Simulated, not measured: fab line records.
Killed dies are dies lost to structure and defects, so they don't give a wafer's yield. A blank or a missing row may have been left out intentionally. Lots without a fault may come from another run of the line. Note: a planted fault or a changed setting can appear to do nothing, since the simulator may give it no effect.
Matching of chambers -- flow n5-finfet -- rie-diel-02 running N5_DUMMY_GATE_HM_OPEN_21: 4 sister chambers
The step chemistry CH3F/O2, target SiNx, target depth 120 nm, time 171.4 s. 8 wafers are shown with their chamber, then 9 later ones without.

WAFERS, EACH WITH ITS CHAMBER
wafer,chamber,throttle-valve-pct (%),oes_o_777_au (a.u.)
L080.3,3,16.70,0.65
L081.1,1,16.93,0.71
L081.3,2,16.36,0.86
L082.1,3,16.72,0.65
L082.4,1,16.92,0.70
L083.1,0,16.68,0.77
L083.4,2,16.35,0.87
L083.5,0,16.70,0.78

WAFERS WHOSE CHAMBER IS MISSING
wafer,throttle-valve-pct (%),oes_o_777_au (a.u.)
L089.1,16.95,0.69
L089.2,16.38,0.84
L089.3,16.71,0.77
L090.1,16.97,0.69
L090.3,16.74,0.64
L090.5,16.74,0.63
L094.3,16.95,0.68
L094.4,16.40,0.83
L094.6,16.95,0.68

THE CHAMBER EACH PASSED THROUGH
wafer,from the rows above,in truth
L089.1,1,1
L089.2,2,2
L089.3,0,0
L090.1,1,1
L090.3,3,3
L090.5,3,3
L094.3,1,1
L094.4,2,2
L094.6,1,1
Correct placement for 9 of the 9. Number that these rows cannot place: 0. Placed wrongly: 0.
How it was worked out, from the rows above alone: a wafer's distance from a chamber is the root of the sum, over the readings, of the square of ((its reading less the chamber's mean) divided by the reading's scatter). The wafer belongs to the nearest chamber; if the next one is less than 2 further off, it can't be placed. Each chamber's mean is taken over the wafers shown for it. The scatter: take each reading less its chamber's mean, square it, sum over the shown wafers, divide by the number of wafers less the number of chambers, and take the root.
